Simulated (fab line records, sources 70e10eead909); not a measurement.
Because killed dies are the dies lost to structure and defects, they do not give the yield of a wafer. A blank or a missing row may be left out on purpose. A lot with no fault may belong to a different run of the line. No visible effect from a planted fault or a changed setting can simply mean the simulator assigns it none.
Which tool is to blame? ; flow nand harc ; 12 lots, 36 wafers sampled, at 6 steps of a route of 1302

WHAT EACH GAUGE READ, for each wafer
NHARC_P_CONTACT_INSPECT_27.
lot;measured;on;raw defect count
L206;day 5 23:51;defect inspect-02;699 614 278
L207;day 6 10:02;defect inspect-02;170 160 209
L209;day 7 00:40;defect inspect-02;237 177 135
L210;day 7 19:11;defect inspect-02;242 295 175
L211;day 8 00:53;defect inspect-02;286 271 147
L213;day 8 17:07;defect inspect-01;323 278 356
L218;day 11 01:58;defect inspect-02;329 520 676
L222;day 12 22:30;defect inspect-01;270 190 196
L223;day 13 06:00;defect inspect-01;767 239 349
L225;day 13 21:23;defect inspect-02;158 99 140
L228;day 15 02:29;defect inspect-02;119 181 219
L229;day 15 20:20;defect inspect-01;275 568 342

NHARC_P_M0_OVL_MEAS_10: pitch 180 nm.
lot;measured;on;overlay x nm (nm);overlay y nm (nm)
L206;day 6 00:52;overlay-01;0.6 0.5 0.3;1.2 1.0 0.5
L207;day 6 11:01;overlay-01;0.3 -0.9 0.1;-0.1 0.2 -0.1
L209;day 7 01:40;overlay-01;0.0 0.2 0.0;1.6 2.0 2.4
L210;day 7 20:10;overlay-01;-0.2 -0.4 -0.7;0.0 0.1 -0.3
L211;day 8 01:53;overlay-01;-1.2 -0.1 -0.8;-0.9 -0.8 -0.5
L213;day 8 18:07;overlay-02;0.2 0.3 0.2;0.6 1.1 0.9
L218;day 11 02:50;overlay-02;1.5 0.6 0.8;-0.2 0.2 -0.1
L222;day 12 23:37;overlay-02;0.1 0.4 0.0;-0.9 -1.0 -1.1
L223;day 13 06:59;overlay-01;-1.0 -1.3 -1.3;0.2 0.2 0.1
L225;day 13 22:23;overlay-01;0.1 0.3 0.2;-0.1 0.3 0.4
L228;day 15 03:29;overlay-01;0.4 0.4 0.8;0.0 -0.5 -0.1
L229;day 15 21:19;overlay-01;0.6 -0.1 0.6;-1.3 -1.2 -1.2

NHARC_P_M1_CD_MEAS_09: the cd target is 130 nm.
lot;measured;on;cd nm (nm)
L206;day 6 04:56;cd sem-03;129.0 129.5 129.8
L207;day 6 15:02;cd sem-01;129.5 129.2 129.2
L209;day 7 05:34;cd sem-03;130.0 128.8 129.0
L210;day 8 00:08;cd sem-03;129.9 129.9 129.9
L211;day 8 05:55;cd sem-02;130.1 129.8 130.4
L213;day 8 22:20;cd sem-02;130.2 129.6 129.9
L218;day 11 06:51;cd sem-01;126.3 126.3 126.7
L222;day 13 03:35;cd sem-01;126.1 126.9 127.4
L223;day 13 10:58;cd sem-02;128.2 128.6 128.6
L225;day 14 02:13;cd sem-02;129.8 129.0 129.0
L228;day 15 07:29;cd sem-01;128.8 129.7 129.6
L229;day 16 01:20;cd sem-03;129.5 130.2 130.0

NHARC_P_M1_OVL_MEAS_10: pitch 260 nm.
lot;measured;on;overlay x nm (nm);overlay y nm (nm)
L206;day 6 05:01;overlay-02;1.4 1.0 0.8;-0.2 -0.7 0.3
L207;day 6 15:08;overlay-02;0.4 0.2 0.6;0.5 1.2 1.2
L209;day 7 05:38;overlay-02;-0.6 -0.9 -1.2;-0.8 -1.0 -1.1
L210;day 8 00:14;overlay-02;-2.0 -2.3 -1.4;0.0 0.0 0.9
L211;day 8 05:59;overlay-01;-0.8 -0.9 -0.3;1.2 1.0 0.0
L213;day 8 22:25;overlay-02;1.1 1.3 0.9;1.0 0.9 0.5
L218;day 11 06:56;overlay-02;0.1 0.4 0.2;0.7 0.3 -0.3
L222;day 13 03:41;overlay-01;0.3 0.0 0.4;0.6 -0.4 0.1
L223;day 13 11:03;overlay-02;1.4 1.7 1.6;0.5 0.8 1.2
L225;day 14 02:17;overlay-02;-0.5 -0.9 -1.2;-1.7 -1.1 -1.1
L228;day 15 07:34;overlay-01;-0.6 0.9 0.5;-1.0 -0.2 -0.4
L229;day 16 01:25;overlay-01;0.2 -0.2 -0.1;0.2 0.3 0.3

NHARC_END_SORT_01.
lot;measured;on;defect limited yield (%);killed at array;killed at other;killed at periphery;killed dies;killed open;killed short;sort_bin_2_pct (%);sort_bin_3_pct (%);sort_bin_4_pct (%);sort n pass;sort rim yield pct (%);sort yield pct (%)
L218;day 29 13:43;prober-01;93.8;40;0;2;42;3;2;2.4;0.4;3.4;635;86;93.8

TOOL THAT RAN EACH LOT (tool first, then ch and the chambers of the sampled wafers, then the start)
lot;NHARC_P_M1_EXPOSE_06
L206;arfi scanner-03 ch 0, day 6 04:47
L207;arfi scanner-01 ch 0, day 6 14:54
L209;arfi scanner-01 ch 0, day 7 05:25
L210;arfi scanner-03 ch 0, day 8 00:01
L211;arfi scanner-01 ch 0, day 8 05:46
L213;arfi scanner-03 ch 0, day 8 22:12
L218;arfi scanner-02 ch 0, day 11 06:43
L222;arfi scanner-02 ch 0, day 13 03:27
L223;arfi scanner-03 ch 0, day 13 10:49
L225;arfi scanner-03 ch 0, day 14 02:04
L228;arfi scanner-03 ch 0, day 15 07:20
L229;arfi scanner-01 ch 0, day 16 01:11
- NHARC_P_M1_EXPOSE_06: exposes mask P M1, target cd 130 nm.

WHAT THE TOOLS THEMSELVES READ (means of the sampled wafers that have a number; where no wafer has one, the mark that the record gives instead)
NHARC_P_M1_EXPOSE_06.
lot;tool;exposure dose mJ cm2
L206;arfi scanner-03;81.88
L207;arfi scanner-01;81.82
L209;arfi scanner-01;81.79
L210;arfi scanner-03;81.85
L211;arfi scanner-01;81.98
L213;arfi scanner-03;81.86
L218;arfi scanner-02;77.38
L222;arfi scanner-02;78.37
L223;arfi scanner-03;81.81
L225;arfi scanner-03;81.84
L228;arfi scanner-03;81.87
L229;arfi scanner-01;81.89

THE ANSWER, worked out from the rows above alone
Rule: what is usual is taken from the lots themselves. Put in order of their means at a reading, lots are off if they are a third of the lots or fewer, leave a main group of 4 or more, and stand apart from it by a gap of 3 or more times the standard deviation of the main group's means; of several such gaps the widest counts. A main group is skipped when, at the precision printed for the reading in the tables above, its means are all equal. Also off: a lot with no number at a reading for which 4 or more lots have one. The other lots that the step has rows for count as sound. First the gauges in route order, then the tools' own readings, where a lot's mean is used as printed above. The first step at which some lot is off is used, and at that step the reading that is off furthest; a lot without a number counts as furthest.
Off, at NHARC_P_M1_CD_MEAS_09 on cd nm: L218, L222. Main group: mean 129.5 nm, sd 0.46.
If a tool, at a process step before that reading, ran all the lots that are off and no sound lot after the first of them, it fits. Not tried: the gauges at NHARC_P_M1_CD_MEAS_09; whatever is off there is also off at NHARC_P_M1_EXPOSE_06, on other tools, and gauge error can't account for it. One fits: arfi scanner-02 at NHARC_P_M1_EXPOSE_06. It ran no sound lot before its first lot that is off in this sample, so the start can't be narrowed down.
On the lots that are off, the tool's own readings at NHARC_P_M1_EXPOSE_06 differ by more than 5 times the standard deviation of the sound lots' means, which bears it out; exposure dose mJ cm2 reads 77.88 there versus 81.86 on the sound lots.

WHAT THE SIMULATOR HAD PUT IN
Drift in process parameters on arfi scanner-02 at NHARC_P_M1_EXPOSE_06, starting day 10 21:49. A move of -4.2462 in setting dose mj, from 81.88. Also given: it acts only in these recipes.
Shown lots that were struck: L218, L222. The same result came from the rule above.
